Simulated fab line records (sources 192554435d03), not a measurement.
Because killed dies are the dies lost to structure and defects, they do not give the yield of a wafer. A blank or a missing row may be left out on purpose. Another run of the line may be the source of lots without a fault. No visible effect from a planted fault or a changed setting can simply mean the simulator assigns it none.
Lot-split experiment | flow n5Finfet | on a route of 1938 steps: 7 lots, 39 wafers read

THE SPLIT
At N5_MOL_CONTACT_COAG_ETCHBACK_136 (etches SiO2 in CHF3, target depth 25 nm, time 16.7 s), the setting targetDepthA was moved away from the recipe's 250 angstrom on 12 of the 39 wafers read, by -13.5% to +4.6%. All remaining wafers had this setting at the recipe value.

BETWEEN THE SPLIT AND THE READING: the file shows 1 step in between
- N5_MOL_CONTACT_COAG_STRIP_120: strips in CHF3

THE READING
etch.depthNm (the simulator's own value, which no gauge read), in nm, at N5_MOL_CONTACT_COAG_VIA_ETCH_117 (etches SiO2 in C4F6/O2, target depth 40 nm, overetch 8 nm, time 26 s). The file gives no usual value for it. Across the 27 wafers here that went through the recipe, the average is 40.09 nm and the standard deviation 0.62 nm.

wafer  | tool, chamber at the split | targetDepthA as run, angstrom | against the recipe | etch.depthNm, nm | against lot-mates on the recipe
L076.1 | rieDiel-05, 2,3,0,1,0,1    | 250                           | recipe             | 41.22            | -
L076.2 | rieDiel-05, 2,3,0,1,0,1    | 250                           | recipe             | 40.28            | -
L076.3 | rieDiel-05, 2,3,0,1,0,1    | 250                           | recipe             | 38.84            | -
L076.4 | rieDiel-05, 2,3,0,1,0,1    | 250                           | recipe             | 40.12            | -
L076.5 | rieDiel-05, 2,3,0,1,0,1    | 250                           | recipe             | 39.13            | -
L076.6 | rieDiel-05, 2,3,0,1,0,1    | 250                           | recipe             | 39.96            | -
L078.1 | rieDiel-01, 1,2,2          | 234.9                         | -6.0%              | 41.34            | +0.93
L078.2 | rieDiel-01, 3,0,3          | 250                           | recipe             | 40.42            | -
L078.3 | rieDiel-01, 3,0,3          | 250                           | recipe             | 40.29            | -
L078.4 | rieDiel-01, 1,2,2          | 234.9                         | -6.0%              | 42.53            | +2.12
L078.6 | rieDiel-01, 1,2,2          | 234.9                         | -6.0%              | 42.53            | +2.12
L078.5 | rieDiel-01, 3,0,3          | 250                           | recipe             | 40.52            | -
L086.1 | rieDiel-01, 3,1,0,2,1,2    | 250                           | recipe             | 40.3             | -
L086.2 | rieDiel-01, 3,1,0,2,1,2    | 250                           | recipe             | 39.58            | -
L086.3 | rieDiel-01, 3,1,0,2,1,2    | 250                           | recipe             | 40.11            | -
L086.4 | rieDiel-01, 3,1,0,2,1,2    | 250                           | recipe             | 40.54            | -
L086.5 | rieDiel-01, 3,1,0,2,1,2    | 250                           | recipe             | 39.73            | -
L086.6 | rieDiel-01, 3,1,0,2,1,2    | 250                           | recipe             | 40.83            | -
L089.1 | rieDiel-05, 1,3,0          | 250                           | recipe             | 39.63            | -
L089.2 | rieDiel-05, 1,3,0          | 250                           | recipe             | 39.27            | -
L089.3 | rieDiel-05, 0,1,3          | 216.2                         | -13.5%             | 42.69            | +3.36
L089.4 | rieDiel-05, 0,1,3          | 216.2                         | -13.5%             | 43.24            | +3.91
L089.5 | rieDiel-05, 1,3,0          | 250                           | recipe             | 39.09            | -
L089.6 | rieDiel-05, 0,1,3          | 216.2                         | -13.5%             | 42.85            | +3.52
L092.1 | rieDiel-02, 2,3,2          | 250                           | recipe             | 40.37            | -
L092.2 | rieDiel-02, 1,0,1          | 261.5                         | +4.6%              | 40.15            | +0.08
L092.6 | rieDiel-02, 1,0,1          | 261.5                         | +4.6%              | 40.15            | +0.08
L092.3 | rieDiel-02, 2,3,2          | 250                           | recipe             | 39.43            | -
L092.4 | rieDiel-02, 1,0,1          | 261.5                         | +4.6%              | 39.1             | -0.97
L092.5 | rieDiel-02, 2,3,2          | 250                           | recipe             | 40.42            | -
L095.2 | rieDiel-01, 3,2,2          | 250                           | recipe             | 40.6             | -
L095.4 | rieDiel-01, 3,2,2          | 250                           | recipe             | 41.02            | -
L095.5 | rieDiel-01, 3,2,2          | 250                           | recipe             | 40.78            | -
L097.1 | rieDiel-01, 3,0,3          | 250                           | recipe             | 40.38            | -
L097.2 | rieDiel-01, 1,2,0          | 216.7                         | -13.3%             | 43.27            | +3.31
L097.3 | rieDiel-01, 1,2,0          | 216.7                         | -13.3%             | 44.16            | +4.20
L097.4 | rieDiel-01, 3,0,3          | 250                           | recipe             | 39.23            | -
L097.5 | rieDiel-01, 3,0,3          | 250                           | recipe             | 40.27            | -
L097.6 | rieDiel-01, 1,2,0          | 216.7                         | -13.3%             | 42.57            | +2.61
The file does not say which wafer passed through which chamber wherever a row lists several chambers: such a row stands for several wafers.

THE FIT
A straight line over all 39 wafers: etch.depthNm changes by -0.22 nm for each +1% of targetDepthA; r = -0.87; the points scatter about the line by 0.66 nm.
The same after taking each lot's own level away (the mean of its wafers on the recipe; 39 wafers): -0.244 nm for each +1%; r = -0.92; scatter 0.56 nm.
According to that fit, moving targetDepthA by its largest amount changes the reading by 3.3 nm.
From 39.330 to 40.800 nm: that is the span of the lots' own levels, equal to 2.4 times the standard deviation above.
The two slopes agree, so the slope changes little with the lot-to-lot level.
Check: +3.42 nm against its lot-mates is what the line predicts for one of the wafers moved furthest among these (-13.5%) when that wafer is left out of the fit. Against them it came out at +3.36 nm.

THE OTHER SPLITS THESE WAFERS WENT THROUGH
Other splits were also applied to these wafers ahead of the reading. Each is held against what the fit with the lots' levels taken away leaves over:
other split on the same wafers            | wafers away from the commonest value | r with etch.depthNm (lot level and that fit taken away)
N5_FIN_SAQP_ETCH_52 sourceW               | 15                                   | -0.16
N5_SD_EPI_P_EPI_21 tempC                  | 15                                   | +0.06
N5_GATE_CUT_ETCH_58 timeS                 | 12                                   | -0.25
N5_MOL_CONTACT_COAG_IMPLANT_129 energyKev | 15                                   | -0.05

THE WHOLE CHAIN: every reading that the file lists as answering this split, in the file's order
step                             | what it does                                                         | reading                                                                          | change (the file's fit)               | r (the file's)
N5_MOL_CONTACT_COAG_VIA_ETCH_117 | etches SiO2 in C4F6/O2, target depth 40 nm, overetch 8 nm, time 26 s | MOL_CONTACT_COAG.featureDepthNm (the simulator's own value, which no gauge read) | -0.253 nm for each +1% of the setting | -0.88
N5_MOL_CONTACT_COAG_VIA_ETCH_117 | etches SiO2 in C4F6/O2, target depth 40 nm, overetch 8 nm, time 26 s | etch.depthNm (the simulator's own value, which no gauge read)                    | -0.252 nm for each +1% of the setting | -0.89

THE FILE'S OWN FIT
etch.depthNm changes by -0.252 nm for each +1% of targetDepthA, r = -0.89.
